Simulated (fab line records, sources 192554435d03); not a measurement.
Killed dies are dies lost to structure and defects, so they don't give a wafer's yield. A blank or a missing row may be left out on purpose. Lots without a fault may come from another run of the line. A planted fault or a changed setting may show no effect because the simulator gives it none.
fab line records | flow n5_finfet
record lots=5 wafers=15 last_day=17
route steps=1938 shown BEOL_M15@1807 PASSIVATION@1936
lots that met no fault: from a run of the same line without faults
start_h: hours from the record's first day to the start of the lot's first wafer shown | wait_h: hours since the lot's step before | " the same as in the row above | L1.1+2: a row that stands for several wafers | - no value, or no start given | * or withheld: withheld | < > ~ a bound
route shown NAME@n: a module of which the file shows steps, and the number in the route of the first | usual: mean/standard deviation of fault-free wafers | same: alike in all rows | chamber/n: place in a boat | sites: the reading at each site | _std_site: their standard deviation | _edge_site: outer sites' mean less inner sites' | radius_mm: how far each site lies from the wafer's centre | mask NAME#n: copy n | behind: the tool/chamber that last shaped the wafer | hold: why the lot was held/for how many hours/how that ended | device: the transistor (n, p or np) that didn't switch | end of line: the same wafers' tests at the end of the route | a step without rows: its recipe alone | killed: dies lost to structure and defects at the first sort, not the wafer's yield | map: a wafer's dies, x killed, . not, _ none there
set.NAME: the setting as run; set.NAME@STEP: as run at that earlier step | model.NAME: the simulator's own value behind a step, which no gauge read
lots at some steps of the route; a table a step, a row a wafer
services: from which hour (start_h, from the record's first day; less than 0 if before it) a tool's chamber was out of use, for how many hours, and why
## steps
# step N5_BEOL_M15_DESCUM_33
# recipe chemistry=O2 time_s=7.9 source_power_w=50 bias_power_w=20 pressure_mtorr=20 rf_frequency_hz=2.712e+07 temp_c=40 o2_flow_sccm=225
# usual drypump_motor_current_A=5.94/0.28 oes_product_au=0.77/0.093 rf_vpp_V=243.1/1.2 showerhead_plenum_p_Torr=2.10/0.055 throttle_valve_pct=20.42/0.26
# columns lot.wafer tool chamber start_h wait_h drypump_motor_current_A oes_product_au rf_hours_counter_h rf_vpp_V showerhead_plenum_p_Torr throttle_valve_pct
L771.1 rie_diel-03 3 251.04 0.0 5.83 0.69 246 243.8 2.16 20.48
L771.3 " 2 " " 6.05 0.79 107 245.6 2.09 20.26
L771.5 " 2 " " 6.06 0.78 - 242.7 2.09 20.28
L782.3 rie_diel-06 0 308.31 0.0 5.78 0.69 213 244.1 2.19 20.71
L782.4 " 2 " " 6.05 0.67 - 244.0 2.07 20.67
L782.6 " 0 " " 5.76 0.68 - 243.6 2.19 20.73
L785.1 rie_diel-02 2 325.83 0.1 5.98 0.70 214 243.6 2.09 20.35
L785.3 " 3 " " 6.13 0.84 56 243.5 2.04 20.21
L785.4 " 0 " " 5.44 0.84 63 242.0 2.02 20.25
L784.2 rie_diel-02 1 336.60 0.0 5.97 0.78 113 243.7 2.17 20.09
L784.4 " 0 " " 5.44 0.84 66 243.0 2.02 20.24
L784.5 " 0 " " 5.43 0.83 - 242.5 2.02 20.24
L792.1 rie_diel-03 2 385.65 0.3 6.06 0.75 150 241.7 2.07 20.33
L792.2 " 1 " " 5.47 0.95 9 242.4 2.04 20.30
L792.4 " 3 " " 5.80 0.88 31 243.7 2.15 20.03
# step N5_BEOL_M15_ETCH_61
# recipe chemistry=N2/H2 target=BARC target_depth_a=890 overetch_a=267 time_s=67.9 ion_energy_ev=200 pressure_mtorr=30 source_w=840 bias_w=150 n2_flow_sccm=200 h2_flow_sccm=200
# usual drypump_motor_current_A=5.94/0.27 oes_product_au=0.66/0.074 rf_vpp_V=523.8/2 showerhead_plenum_p_Torr=2.54/0.075 throttle_valve_pct=17.80/0.27
# columns lot.wafer tool chamber start_h wait_h drypump_motor_current_A oes_product_au rf_hours_counter_h rf_vpp_V showerhead_plenum_p_Torr throttle_valve_pct
L771.1 rie_diel-03 3 251.07 0.0 5.85 0.60 246 526.6 2.61 17.85
L771.3 " 2 " " 6.07 0.66 107 523.0 2.57 17.99
L771.5 " 2 " " 6.04 0.66 - 525.7 2.57 18.00
L782.3 rie_diel-06 0 308.35 0.0 5.80 0.60 213 526.7 2.66 18.17
L782.4 " 2 " " 6.05 0.58 - 522.2 2.47 17.67
L782.6 " 0 " " 5.78 0.60 - 524.8 2.66 18.17
L785.1 rie_diel-02 2 325.87 0.0 5.97 0.61 214 522.7 2.52 17.81
L785.3 " 3 " " 6.18 0.71 56 520.3 2.50 17.86
L785.4 " 0 " " 5.49 0.71 63 522.1 2.46 17.68
L784.2 rie_diel-02 1 336.63 0.0 5.96 0.66 113 526.9 2.66 17.58
L784.4 " 0 " " 5.50 0.71 66 521.9 2.46 17.67
L784.5 " 0 " " 5.54 0.72 - 520.7 2.46 17.67
L792.1 rie_diel-03 2 385.69 0.0 6.01 0.62 150 523.9 2.55 18.07
L792.2 " 1 " " 5.47 0.80 9 522.3 2.49 17.80
L792.4 " 3 " " 5.83 0.75 31 526.7 2.60 17.41
# step N5_BEOL_M15_TRENCH_ETCH_34
# recipe chemistry=C4F8/O2/Ar target=SiO2 target_depth_a=8729.3 he_inner_torr=15 he_outer_torr=30 time_s=199 ion_energy_ev=800 pressure_mtorr=20 source_w=1905 bias_w=2040 Ar_flow_sccm=400 C4F8_flow_sccm=16 O2_flow_sccm=12
# usual O2_flow_sccm=12.00/0.036 drypump_motor_current_A=5.95/0.28 mfc_ar_sccm=400.0/1.2 oes_product_au=0.77/0.087 rf_vpp_V=2212/68 showerhead_plenum_p_Torr=3.44/0.083 throttle_valve_pct=30.83/0.28
# columns lot.wafer tool chamber start_h wait_h O2_flow_sccm drypump_motor_current_A mfc_ar_sccm oes_product_au rf_hours_counter_h rf_vpp_V showerhead_plenum_p_Torr throttle_valve_pct
L771.1 rie_diel-03 3 251.12 0.0 12.01 5.84 401.9 0.69 246 2252 3.48 30.44
L771.3 " 2 " " 11.95 6.06 401.4 0.78 107 2081 3.47 30.93
L771.5 " 2 " " 12.01 6.06 401.0 0.79 - 2080 3.47 30.94
L782.3 rie_diel-06 0 308.40 0.0 11.97 5.78 401.8 0.69 213 2227 3.52 30.78
L782.4 " 2 " " 11.95 6.02 401.6 0.69 - 2196 3.34 30.60
L782.6 " 0 " " 11.99 5.77 402.0 0.70 - 2229 3.52 30.78
L785.1 rie_diel-02 2 325.92 0.0 12.06 5.98 400.3 0.70 214 2144 3.43 30.74
L785.3 " 3 " " 12.05 6.15 400.6 0.84 56 2095 3.37 30.86
L785.4 " 0 " " 11.99 5.46 399.7 0.83 63 2272 3.34 30.81
L784.2 rie_diel-02 1 336.68 0.0 11.98 5.98 401.8 0.78 113 2282 3.59 30.67
L784.4 " 0 " " 12.00 5.52 400.4 0.83 66 2273 3.34 30.83
L784.5 " 0 " " 11.99 5.51 401.9 0.83 - 2272 3.34 30.82
L792.1 rie_diel-03 2 385.74 0.0 12.04 6.07 400.4 0.75 150 2077 3.45 30.97
L792.2 " 1 " " 12.01 5.48 400.2 0.95 9 2287 3.39 31.02
L792.4 " 3 " " 12.04 5.84 399.4 0.87 31 2158 3.46 30.05
# step N5_BEOL_M15_STRIP_36
# recipe chemistry=O2 power_w=600 temp_c=60 pressure_mtorr=30 rf_frequency_hz=6e+07 bias_power_w=0 overash_fraction=0.3 o2_flow_sccm=225
# usual drypump_motor_current_A=5.91/0.29 oes_product_au=0.78/0.085 rf_vpp_V=3.5/0.94 showerhead_plenum_p_Torr=2.09/0.056 throttle_valve_pct=16.63/0.24
# columns lot.wafer tool chamber start_h wait_h drypump_motor_current_A oes_product_au rf_hours_counter_h rf_vpp_V showerhead_plenum_p_Torr throttle_valve_pct
L771.1 rie_diel-03 3 254.21 2.9 5.83 0.68 247 5.2 2.16 16.73
L771.3 " 2 " " 6.02 0.78 108 3.2 2.09 16.58
L771.5 " 3 " " 5.79 0.69 - 3.4 2.16 16.71
L782.3 rie_diel-03 0 310.53 1.9 5.72 0.72 202 3.7 2.00 16.87
L782.4 " 2 " " 6.05 0.77 127 2.2 2.09 16.61
L782.6 " 3 " " 5.82 0.93 - 3.6 2.16 16.24
L785.1 rie_diel-02 1 326.16 0.0 5.96 0.79 110 5.5 2.17 16.38
L785.3 " 0 " " 5.51 0.85 64 3.8 2.03 16.47
L785.4 " 2 " " 5.95 0.71 214 3.6 2.09 16.67
L784.2 rie_diel-02 1 338.22 1.3 5.96 0.79 113 4.1 2.17 16.36
L784.4 " 2 " " 5.99 0.71 217 4.0 2.09 16.68
L784.5 " 0 " " 5.50 0.83 - 3.7 2.03 16.43
L792.1 rie_diel-02 2 385.96 0.0 5.95 0.71 232 4.9 2.09 16.69
L792.2 " 1 " " 5.98 0.75 129 2.8 2.17 16.43
L792.4 " 3 " " 6.16 0.81 76 4.4 2.04 16.48
# step N5_BEOL_M15_STRIP_62
# recipe chemistry=O2 power_w=600 temp_c=60 pressure_mtorr=30 rf_frequency_hz=6e+07 bias_power_w=0 overash_fraction=0.3 o2_flow_sccm=225
# step N5_BEOL_M15_STRIP_37
# recipe chemistry=O2 power_w=600 temp_c=60 pressure_mtorr=30 rf_frequency_hz=6e+07 bias_power_w=0 overash_fraction=0.3 o2_flow_sccm=225
# step N5_BEOL_M15_ETCH_38
# recipe chemistry=CF4/N2 target=SiCN target_depth_a=1064 taper_deg=2 time_s=120.5 ion_energy_ev=150 mask_material=SiO2 pressure_mtorr=40 source_w=430 bias_w=70 Ar_flow_sccm=100 cf4_flow_sccm=60 n2_flow_sccm=60
# step N5_BEOL_M15_PRECLEAN_39
# recipe chemistry=residue_remover time_s=60 temp_c=40
# step N5_BEOL_M15_SRD_40
# recipe time_s=30 temp_c=23 rinse_liquid=diw dry=n2_spin spin_rpm=1500 dry_time_s=30
# step N5_BEOL_M15_DEGAS_41
# recipe ambient=vacuum temp_c=300 time_s=60
# usual heater_power_w=452/35
# columns lot.wafer tool chamber start_h wait_h heater_power_w
L771.1 pvd_sputter-02 - 254.76 0.2 411
L771.3 " - " " 479
L771.5 " - " " 457
L782.3 pvd_sputter-03 - 311.92 1.1 410
L782.4 " - " " 434
L782.6 " - " " 453
L785.1 pvd_sputter-02 - 326.60 0.1 458
L785.3 " - " " 407
L785.4 " - " " 443
L784.2 pvd_sputter-03 - 338.78 0.2 437
L784.4 " - " " 465
L784.5 " - " " 460
L792.1 pvd_sputter-03 - 386.41 0.0 457
L792.2 " - " " 448
L792.4 " - " " 438
# step N5_BEOL_M15_PRE_CLEAN_42
# recipe gas=H2/He time_s=30 temp_c=300
# step N5_BEOL_M15_SPUTTER_43
# recipe material=TaN target_thk_a=150 temp_c=50 bias_v=168.6 power_w=15000 chamber_pressure_pa=0.12 time_s=24.19
# usual throttle_valve_pct=30.1/0.97
# columns lot.wafer tool chamber start_h wait_h throttle_valve_pct model.TaN_of_BEOL_M15_SPUTTER_43.thk_nm
L771.1 pvd_sputter-02 - 254.84 0.0 30.4 15
L771.3 " - " " 29.5 15
L771.5 " - " " 31.5 14.8
L782.3 pvd_sputter-03 - 312.00 0.0 30.0 15.2
L782.4 " - " " 30.3 15.2
L782.6 " - " " 29.7 14.4
L785.1 pvd_sputter-02 - 326.68 0.0 31.2 16.8
L785.3 " - " " 30.6 15.2
L785.4 " - " " 31.0 16.8
L784.2 pvd_sputter-03 - 338.86 0.0 30.2 15.2
L784.4 " - " " 29.7 14.6
L784.5 " - " " 28.4 15.2
L792.1 pvd_sputter-03 - 386.49 0.0 29.2 14.6
L792.2 " - " " 28.5 15.2
L792.4 " - " " 30.0 15.2
# step N5_BEOL_M15_SPUTTER_44
# recipe material=Ta target_thk_a=150 temp_c=50 bias_v=80 power_w=15000 chamber_pressure_pa=0.07 time_s=24.19
# step N5_PASSIVATION_PROBE_49
# usual defect_limited_yield=91.1/1.5 killed_at_M0_to_M3=35/11 killed_at_M4_up=13/5.7 killed_at_contacts=12/5.7 killed_at_front_end=40/11 killed_at_other=4/4.4 killed_dies=105/18 killed_open=68/14 killed_short=34/7.4 sort_bin_5_function=5.2/1 sort_bin_6_memory=3.3/0.67 sort_n_pass=1074/18 sort_yield_pct=91.0/1.5
# same gross_dies=1180 killed_at_back_side=0 sort_bin_4_leakage[%]=0 sort_bin_8_speed[%]=0
# columns lot.wafer tool chamber start_h wait_h defect_limited_yield[%] killed_at_M0_to_M3 killed_at_M4_up killed_at_contacts killed_at_front_end killed_at_other killed_dies killed_open killed_short sort_bin_5_function[%] sort_bin_6_memory[%] sort_n_pass sort_yield_pct[%]
L785.1 prober-02 - 345.56 0.0 89.7 45 25 20 29 3 122 82 36 5.9 3.6 1058 89.7
L785.3 prober-02 - 345.66 0.1 90.4 45 23 7 37 1 113 76 37 5.7 3.6 1067 90.4
L785.4 prober-02 - 345.71 0.2 92.3 34 8 13 28 8 91 50 38 4.2 3.3 1089 92.3
# killed by level:class
L785.1 MOL_CONTACT_COAG:geometric_particle:open=18 BEOL_M4:geometric_particle:open=12 BEOL_M0_SAQP:geometric_particle:open=12 BEOL_M0_SAQP:geometric_particle:short=10 BEOL_M1:geometric_particle:open=8 STI_FIN_REVEAL:geometric_particle:open=5 FIN_SAQP:geometric_particle:open=4 STARTING-WAFER:geometric_particle:short=4
L785.3 STI_FIN_REVEAL:geometric_particle:open=13 BEOL_M0_SAQP:geometric_particle:open=11 BEOL_M0_SAQP:geometric_particle:short=9 BEOL_M2:geometric_particle:open=8 GATE_CUT:geometric_particle:short=7 BEOL_M4:geometric_particle:open=7 MOL_CONTACT_COAG:geometric_particle:open=6 BEOL_M1:geometric_particle:open=5
L785.4 BEOL_M0_SAQP:geometric_particle:short=12 MOL_CONTACT_COAG:geometric_particle:open=9 BEOL_M0_SAQP:geometric_particle:open=6 BEOL_M1:geometric_particle:open=5 BEOL_M2:geometric_particle:open=5 STI_FIN_REVEAL:geometric_particle:open=4 DUMMY_GATE:geometric_particle:open=4 MOL_CONTACT_COAG:geometric_particle:short=4
## services
# columns tool chamber start_h hours kind
rie_diel-02 3 229.20 1.3 repair
rie_diel-03 0 237.94 16.9 repair
rie_diel-03 3 265.27 - clean
rie_diel-03 3 265.27 - consumable_replace:esc
rie_diel-03 3 265.27 - consumable_replace:focus_ring
rie_diel-03 3 265.27 20.3 scheduled_down
rie_diel-03 3 265.27 20.3 vent_cycle
rie_diel-06 3 300.38 - clean
rie_diel-06 3 300.38 - consumable_replace:focus_ring
rie_diel-06 3 300.38 24.3 scheduled_down
rie_diel-06 3 300.38 24.3 vent_cycle
rie_diel-03 1 324.62 - clean
rie_diel-03 1 324.62 - consumable_replace:focus_ring
rie_diel-03 1 324.62 24.0 scheduled_down
rie_diel-03 1 324.62 24.0 vent_cycle
rie_diel-02 2 343.65 3.2 repair
rie_diel-06 2 347.95 - clean
rie_diel-06 2 347.95 - consumable_replace:focus_ring
rie_diel-06 2 347.95 19.7 scheduled_down
rie_diel-06 2 347.95 19.7 vent_cycle
pvd_sputter-03 - 366.40 10.0 repair
rie_diel-03 1 367.60 2.7 repair
rie_diel-02 0 372.38 12.3 repair
## key
first_sign none at tools or gauges
model_effect step=N5_BEOL_M15_SPUTTER_43 value=TaN_of_BEOL_M15_SPUTTER_43.thk_nm without=15.1 struck=16.8
met_at N5_BEOL_M15_SPUTTER_43
struck_wafers L785.1,L785.4
onset_between 254.84 326.68
fault kind=process_parameter_drift tool=pvd_sputter-02 chamber=- onset_h=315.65 steps=N5_BEOL_M15_SPUTTER_43 channel=time_s offset=* shape=step end_h=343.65 scope=struck_wafers_only acts_in=* stated=*
